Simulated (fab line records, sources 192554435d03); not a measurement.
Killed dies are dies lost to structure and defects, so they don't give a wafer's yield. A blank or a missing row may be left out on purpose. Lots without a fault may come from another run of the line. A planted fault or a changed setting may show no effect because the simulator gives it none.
fab line records | flow n5_finfet | part 2 of 2: steps 5 to 6 of 6
record lots=20 wafers=60 last_day=19
route steps=1938 shown BEOL_M0_SAQP@659
lots that met no fault: from a run of the same line without faults
start_h: hours from the record's first day to the start of the lot's first wafer shown | wait_h: hours since the lot's step before | " the same as in the row above | L1.1+2: a row that stands for several wafers | - no value, or no start given | * or withheld: withheld | < > ~ a bound
route shown NAME@n: a module of which the file shows steps, and the number in the route of the first | usual: mean/standard deviation of fault-free wafers | same: alike in all rows | chamber/n: place in a boat | sites: the reading at each site | _std_site: their standard deviation | _edge_site: outer sites' mean less inner sites' | radius_mm: how far each site lies from the wafer's centre | mask NAME#n: copy n | behind: the tool/chamber that last shaped the wafer | hold: why the lot was held/for how many hours/how that ended | device: the transistor (n, p or np) that didn't switch | end of line: the same wafers' tests at the end of the route | a step without rows: its recipe alone | killed: dies lost to structure and defects at the first sort, not the wafer's yield | map: a wafer's dies, x killed, . not, _ none there
set.NAME: the setting as run; set.NAME@STEP: as run at that earlier step | model.NAME: the simulator's own value behind a step, which no gauge read
steps of the route over a sample of lots; a table a step, a row a wafer
services: from which hour (start_h, from the record's first day; less than 0 if before it) a tool's chamber was out of use, for how many hours, and why
## steps
# step N5_BEOL_M0_SAQP_DESCUM_45
# recipe chemistry=O2 time_s=7 source_power_w=50 bias_power_w=20 pressure_mtorr=20 rf_frequency_hz=2.712e+07 temp_c=40 resist=CAR-EUV o2_flow_sccm=225
# usual drypump_motor_current_A=5.5/0.53 oes_product_au=0.78/0.085 rf_vpp_V=243.3/1.5 showerhead_plenum_p_Torr=2.10/0.074 throttle_valve_pct=20.54/0.21
# columns lot.wafer tool chamber start_h wait_h drypump_motor_current_A oes_product_au rf_hours_counter_h rf_vpp_V showerhead_plenum_p_Torr throttle_valve_pct
L074.1 rie_diel-05 1 114.48 0.0 5.6 0.87 36 245.5 2.23 20.57
L074.3 " 3 " " 6.1 0.93 11 243.1 2.07 20.17
L074.5 " 3 " " 6.1 0.94 - 242.5 2.07 20.17
L075.2 rie_diel-03 0 118.65 0.0 4.9 0.79 138 239.8 2.02 20.72
L075.4 " 3 " " 6.3 0.69 - 242.4 2.07 21.00
L075.6 " 1 " " 6.1 0.74 - 243.1 2.11 20.63
L077.1 rie_diel-05 3 129.18 0.0 6.1 0.93 15 244.2 2.06 20.19
L077.4 " 3 " " 6.2 0.92 - 242.6 2.06 20.17
L077.6 " 0 " " 5.8 0.87 - 244.1 2.24 20.42
L079.2 rie_diel-04 0 148.16 0.0 5.3 0.75 141 243.5 2.10 20.20
L079.3 " 2 " " 5.1 0.72 184 242.0 2.00 20.42
L079.5 " 1 " " 4.9 0.77 - 245.2 2.15 20.65
L080.1 rie_diel-03 0 148.21 0.0 4.9 0.78 146 242.6 2.02 20.74
L080.3 " 2 " " 6.1 0.71 221 242.6 2.16 20.57
L080.5 " 3 " " 6.3 0.69 - 243.0 2.07 20.99
L081.1 rie_diel-05 1 153.41 0.1 5.6 0.85 48 243.9 2.23 20.61
L081.2 " 3 " " 6.1 0.90 24 244.6 2.06 20.18
L081.6 " 0 " " 5.8 0.86 - 245.6 2.24 20.45
L082.1 rie_diel-04 0 158.02 0.0 5.3 0.76 145 243.8 2.10 20.23
L082.4 " 3 " " 4.9 0.75 163 244.7 2.15 20.48
L082.5 " 0 " " 5.3 0.76 - 241.3 2.10 20.23
L083.2 rie_diel-04 3 164.77 0.0 4.9 0.75 165 244.4 2.15 20.46
L083.4 " 0 " " 5.3 0.74 147 243.5 2.10 20.24
L083.6 " 1 " " 4.9 0.75 - 242.3 2.15 20.67
L084.2 rie_diel-03 1 177.74 0.6 6.0 0.72 159 244.1 2.10 20.67
L084.5 " 2 " " 6.1 0.71 - 245.4 2.16 20.58
L084.6 " 1 " " 6.0 0.72 - 243.2 2.10 20.65
L085.2 rie_diel-03 2 182.21 0.1 6.1 0.70 237 243.7 2.16 20.59
L085.5 " 3 " " 6.3 0.99 - 243.6 2.07 20.63
L085.6 " 2 " " 6.1 0.69 - 243.4 2.16 20.59
L086.1 rie_diel-04 2 192.60 0.8 5.1 0.72 194 242.2 1.99 20.42
L086.3 " 3 " " 4.9 0.76 169 243.2 2.15 20.50
L086.5 " 3 " " 4.9 0.76 - 244.7 2.15 20.48
L087.2 rie_diel-04 3 196.34 0.1 4.9 0.76 170 244.3 2.15 20.49
L087.3 " 2 " " 5.1 0.71 195 243.7 1.99 20.45
L087.6 " 0 " " 5.3 0.74 - 243.8 2.09 20.23
L088.2 rie_diel-03 0 204.23 1.1 4.9 0.76 164 241.0 2.01 20.78
L088.3 " 3 " " 6.3 0.96 10 241.6 2.06 20.64
L088.4 " 1 " " 6.0 0.71 169 242.9 2.09 20.68
L089.1 rie_diel-04 0 207.15 0.5 5.3 0.74 158 242.9 2.09 20.23
L089.4 " 2 " " 5.1 0.71 - 242.1 1.99 20.45
L089.6 " 0 " " 5.3 0.75 - 244.2 2.09 20.23
L092.3 rie_diel-04 3 220.42 0.1 4.9 0.75 175 245.1 2.15 20.48
L092.5 " 1 " " 4.9 0.74 - 243.5 2.15 20.69
L092.6 " 3 " " 4.9 0.75 - 243.8 2.15 20.48
L093.2 rie_diel-03 0 228.29 1.0 4.9 0.76 174 242.4 2.01 20.79
L093.3 " 1 " " 6.0 0.71 179 242.8 2.09 20.70
L093.4 " 3 " " 6.3 0.93 - 242.0 2.06 20.63
L094.3 rie_diel-03 1 232.56 0.0 6.1 0.71 181 243.1 2.09 20.69
L094.5 " 3 " " 6.3 0.92 - 242.6 2.06 20.66
L094.6 " 0 " " 4.9 0.75 - 241.6 2.01 20.79
L095.2 rie_diel-03 1 239.22 0.0 6.0 0.70 183 243.1 2.09 20.68
L095.5 " 0 " " 4.9 0.75 - 241.6 2.01 20.82
L095.6 " 3 " " 6.3 0.92 - 242.9 2.06 20.66
L096.1 rie_diel-03 0 244.02 0.0 4.9 0.75 179 240.3 2.01 20.81
L096.2 " 3 " " 6.3 0.92 24 241.1 2.06 20.65
L096.5 " 3 " " 6.3 0.91 - 242.8 2.06 20.65
L097.3 rie_diel-05 2 255.62 0.0 5.0 0.90 35 244.6 2.22 20.56
L097.4 " 1 " " 5.6 0.81 76 246.6 2.22 20.65
L097.5 " 1 " " 5.6 0.81 - 245.7 2.22 20.63
# step N5_BEOL_M0_SAQP_CUT_ETCH_46
# recipe chemistry=N2/H2 target=SOC target_depth_a=1350 overetch_a=270 temp_c=40 time_s=202.5 ion_energy_ev=200 mask_material=SiARC pressure_mtorr=30 source_w=840 bias_w=150 n2_flow_sccm=200 h2_flow_sccm=200
# usual drypump_motor_current_A=5.5/0.53 rf_vpp_V=524.2/2.7 showerhead_plenum_p_Torr=2.55/0.094 throttle_valve_pct=17.86/0.23
# columns lot.wafer tool chamber start_h wait_h drypump_motor_current_A rf_hours_counter_h rf_vpp_V showerhead_plenum_p_Torr throttle_valve_pct
L074.1 rie_diel-05 1 114.56 0.0 5.6 36 529.6 2.70 17.80
L074.3 " 3 " " 6.1 11 523.3 2.47 17.40
L074.5 " 3 " " 6.1 - 521.5 2.47 17.38
L075.2 rie_diel-03 0 118.74 0.0 4.9 138 521.0 2.45 18.07
L075.4 " 3 " " 6.3 - 520.6 2.49 18.18
L075.6 " 1 " " 6.0 - 523.8 2.54 17.96
L077.1 rie_diel-05 3 129.26 0.0 6.1 15 522.9 2.47 17.40
L077.4 " 3 " " 6.1 - 522.2 2.47 17.40
L077.6 " 0 " " 5.8 - 527.7 2.70 17.63
L079.2 rie_diel-04 0 148.25 0.0 5.3 141 524.2 2.56 17.57
L079.3 " 2 " " 5.1 184 520.3 2.41 17.72
L079.5 " 1 " " 4.9 - 525.3 2.65 18.19
L080.1 rie_diel-03 0 148.29 0.0 4.9 146 519.4 2.44 18.07
L080.3 " 2 " " 6.1 221 525.9 2.61 17.85
L080.5 " 3 " " 6.3 - 523.7 2.48 18.20
L081.1 rie_diel-05 1 153.50 0.0 5.6 48 527.2 2.69 17.81
L081.2 " 3 " " 6.1 24 522.6 2.47 17.40
L081.6 " 0 " " 5.8 - 527.6 2.70 17.66
L082.1 rie_diel-04 0 158.10 0.0 5.3 145 523.7 2.55 17.58
L082.4 " 3 " " 4.9 163 525.5 2.63 17.93
L082.5 " 0 " " 5.3 - 522.8 2.55 17.59
L083.2 rie_diel-04 3 164.86 0.0 4.9 165 527.1 2.63 17.93
L083.4 " 0 " " 5.3 147 524.3 2.55 17.61
L083.6 " 1 " " 4.9 - 527.5 2.64 18.20
L084.2 rie_diel-03 1 177.83 0.0 6.0 159 524.4 2.54 18.01
L084.5 " 2 " " 6.1 - 525.8 2.61 17.89
L084.6 " 1 " " 6.1 - 523.7 2.54 17.99
L085.2 rie_diel-03 2 182.29 0.0 6.1 237 526.0 2.61 17.89
L085.5 " 3 " " 6.3 - 523.3 2.48 17.75
L085.6 " 2 " " 6.1 - 526.9 2.61 17.89
L086.1 rie_diel-04 2 192.68 0.0 5.1 194 520.7 2.41 17.74
L086.3 " 3 " " 4.9 169 527.5 2.63 17.96
L086.5 " 3 " " 4.9 - 527.1 2.63 17.95
L087.2 rie_diel-04 3 196.42 0.0 4.9 170 527.9 2.63 17.93
L087.3 " 2 " " 5.1 195 520.2 2.41 17.74
L087.6 " 0 " " 5.3 - 523.9 2.55 17.60
L088.2 rie_diel-03 0 204.31 0.0 4.9 164 520.8 2.44 18.13
L088.3 " 3 " " 6.3 10 523.0 2.48 17.78
L088.4 " 1 " " 6.1 169 523.0 2.53 18.02
L089.1 rie_diel-04 0 207.28 0.0 5.3 158 523.5 2.55 17.60
L089.4 " 2 " " 5.1 - 520.4 2.41 17.74
L089.6 " 0 " " 5.3 - 524.2 2.55 17.60
L092.3 rie_diel-04 3 220.51 0.0 4.9 175 526.9 2.63 17.94
L092.5 " 1 " " 4.9 - 527.6 2.64 18.23
L092.6 " 3 " " 4.9 - 527.7 2.63 17.93
L093.2 rie_diel-03 0 228.37 0.0 4.9 174 519.7 2.43 18.16
L093.3 " 1 " " 6.1 179 524.1 2.53 18.04
L093.4 " 3 " " 6.3 - 523.0 2.48 17.78
L094.3 rie_diel-03 1 232.64 0.0 6.0 181 523.6 2.53 18.05
L094.5 " 3 " " 6.3 - 523.7 2.47 17.80
L094.6 " 0 " " 4.9 - 520.6 2.43 18.16
L095.2 rie_diel-03 1 239.30 0.0 6.1 183 523.8 2.53 18.04
L095.5 " 0 " " 4.9 - 523.3 2.43 18.16
L095.6 " 3 " " 6.3 - 523.6 2.47 17.79
L096.1 rie_diel-03 0 244.10 0.0 4.9 179 521.0 2.43 18.15
L096.2 " 3 " " 6.3 24 522.9 2.47 17.82
L096.5 " 3 " " 6.3 - 522.1 2.47 17.80
L097.3 rie_diel-05 2 255.71 0.0 5.0 35 528.3 2.69 17.82
L097.4 " 1 " " 5.6 76 526.5 2.68 17.90
L097.5 " 1 " " 5.6 - 529.3 2.68 17.87
## services
# columns tool chamber start_h hours kind
rie_si-06 1 86.83 2.3 repair
rie_si-03 0 97.58 5.6 repair
rie_si-03 - 101.03 4.3 pm
rie_diel-05 2 111.70 7.9 repair
rie_si-03 2 115.87 4.5 repair
rie_si-06 - 141.29 0.4 repair
rie_diel-05 - 147.63 0.9 repair
rie_diel-03 3 153.55 - clean
rie_diel-03 3 153.55 - consumable_replace:focus_ring
rie_diel-03 0 154.99 7.7 repair
rie_si-02 1 156.07 1.9 repair
rie_diel-04 - 174.46 15.6 pm
rie_diel-05 2 179.59 5.7 repair
rie_diel-05 1 184.83 6.6 repair
rie_si-02 0 187.72 4.2 repair
rie_si-06 3 190.75 3.6 repair
rie_diel-03 0 196.77 6.4 repair
rie_diel-04 3 200.90 12.8 repair
rie_diel-04 2 216.19 9.9 repair
rie_si-03 1 218.53 6.6 repair
rie_si-06 - 236.17 2.8 pm
rie_si-06 0 240.41 15.5 repair
rie_diel-05 3 251.62 3.5 repair
rie_diel-03 - 253.91 0.7 repair
